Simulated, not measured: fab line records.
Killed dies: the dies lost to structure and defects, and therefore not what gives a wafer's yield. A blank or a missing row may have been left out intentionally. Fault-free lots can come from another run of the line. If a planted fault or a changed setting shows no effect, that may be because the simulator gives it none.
Split-lot study    flow n5Finfet    route with 1938 steps; 7 lots, 21 wafers read

## SPLIT DETAILS
At N5_BEOL_M3_COAT_05 (resist thk 30 nm), the setting spinRpm was moved away from the recipe's 1500 rpm on 7 of the 21 wafers read, by -9.6% to +4.7%. The other wafers ran this setting at the recipe's value.

## FROM THE SPLIT TO THE READING: what the file shows between them, 6 steps
- N5_BEOL_M3_EBR_07
- N5_BEOL_M3_SOFTBAKE_06: time 60 s
- N5_BEOL_M3_EXPOSE_08: exposes mask M3
- N5_BEOL_M3_PEB_09: peb time 60 s
- N5_BEOL_M3_DEVELOP_10: develop time 30 s
- N5_BEOL_M3_DESCUM_16: chemistry O2, time 7 s

## THE READING
CAR-EUV_of_BEOL_M3_COAT_05.thkNm (the simulator's own value, which no gauge read), in nm, at N5_BEOL_M3_ETCH_74 (etches underlayer in N2/H2, target depth 6.5 nm, time 5.2 s). The file does not state a usual value for it. Average 20.3 nm, standard deviation 0.12 nm, over the 14 wafers here run with the recipe.

wafer   tool, chamber at the split  spinRpm as run, rpm  against the recipe  CAR-EUV_of_BEOL_M3_COAT_05.thkNm, nm  against lot-mates on the recipe
L076.1  lithoTrack-04, 0            1500                 recipe              20.4                                  -
L076.2  lithoTrack-04, 0            1500                 recipe              20.4                                  -
L076.5  lithoTrack-04, 0            1500                 recipe              20.4                                  -
L077.3  lithoTrack-01, 0            1356                 -9.6%               22                                    +1.4
L077.6  lithoTrack-01, 0            1356                 -9.6%               22                                    +1.4
L077.4  lithoTrack-01, 0            1500                 recipe              20.6                                  -
L082.2  lithoTrack-04, 0            1500                 recipe              20.4                                  -
L082.4  lithoTrack-04, 0            1500                 recipe              20.4                                  -
L082.5  lithoTrack-04, 0            1500                 recipe              20.2                                  -
L084.1  lithoTrack-01, 0            1500                 recipe              20.2                                  -
L084.4  lithoTrack-01, 0            1500                 recipe              20.2                                  -
L084.3  lithoTrack-01, 0            1457                 -2.9%               20.4                                  +0.2
L085.1  lithoTrack-05, 0            1500                 recipe              20.2                                  -
L085.4  lithoTrack-05, 0            1570                 +4.7%               19.6                                  -0.6
L085.5  lithoTrack-05, 0            1570                 +4.7%               19.6                                  -0.6
L097.1  lithoTrack-01, 0            1500                 recipe              20.4                                  -
L097.4  lithoTrack-01, 0            1500                 recipe              20.4                                  -
L097.3  lithoTrack-01, 0            1500                 recipe              20.2                                  -
L096.2  lithoTrack-04, 0            1500                 recipe              20.4                                  -
L096.5  lithoTrack-04, 0            1383                 -7.8%               21.6                                  +1.2
L096.6  lithoTrack-04, 0            1383                 -7.8%               21.4                                  +1.0

THE FIT
A straight line over all 21 wafers: CAR-EUV_of_BEOL_M3_COAT_05.thkNm changes by -0.161 nm for each +1% of spinRpm; r = -0.98; the points scatter about the line by 0.15 nm.
The same after taking each lot's own level away (the mean of its wafers on the recipe; 21 wafers): -0.14 nm for each +1%; r = -0.99; scatter 0.081 nm.
On that fit, the largest move of spinRpm shifts the reading by 1.3 nm.
Measured against the standard deviation above, the lots' own levels, which go from 20.20 to 20.60 nm, span 3.4 times it.
Thus the slope moves with the lot-to-lot level: the two fits are different.
Check: for one of the wafers moved furthest among these (-9.6%), held out of the fit, the line's prediction against its lot-mates is +1.33 nm. It came out at +1.4 nm against them.

## THE WHOLE CHAIN: every reading that the file lists as answering this split, in the file's order
step                   what it does                                                 reading                                                                            change (the file's fit)                r (the file's)
N5_BEOL_M3_COAT_05     resist thk 30 nm                                             CAR-EUV_of_BEOL_M3_COAT_05.thkNm (the simulator's own value, which no gauge read)  -0.162 nm for each +1% of the setting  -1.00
N5_BEOL_M3_DEVELOP_10  develop time 30 s                                            CAR-EUV_of_BEOL_M3_COAT_05.thkNm (the simulator's own value, which no gauge read)  -0.17 nm for each +1% of the setting   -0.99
N5_BEOL_M3_DESCUM_16   chemistry O2, time 7 s                                       CAR-EUV_of_BEOL_M3_COAT_05.thkNm (the simulator's own value, which no gauge read)  -0.15 nm for each +1% of the setting   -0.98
N5_BEOL_M3_ETCH_74     etches underlayer in N2/H2, target depth 6.5 nm, time 5.2 s  CAR-EUV_of_BEOL_M3_COAT_05.thkNm (the simulator's own value, which no gauge read)  -0.139 nm for each +1% of the setting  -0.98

## FILE'S OWN FIT
CAR-EUV_of_BEOL_M3_COAT_05.thkNm changes by -0.139 nm for each +1% of spinRpm, r = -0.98.
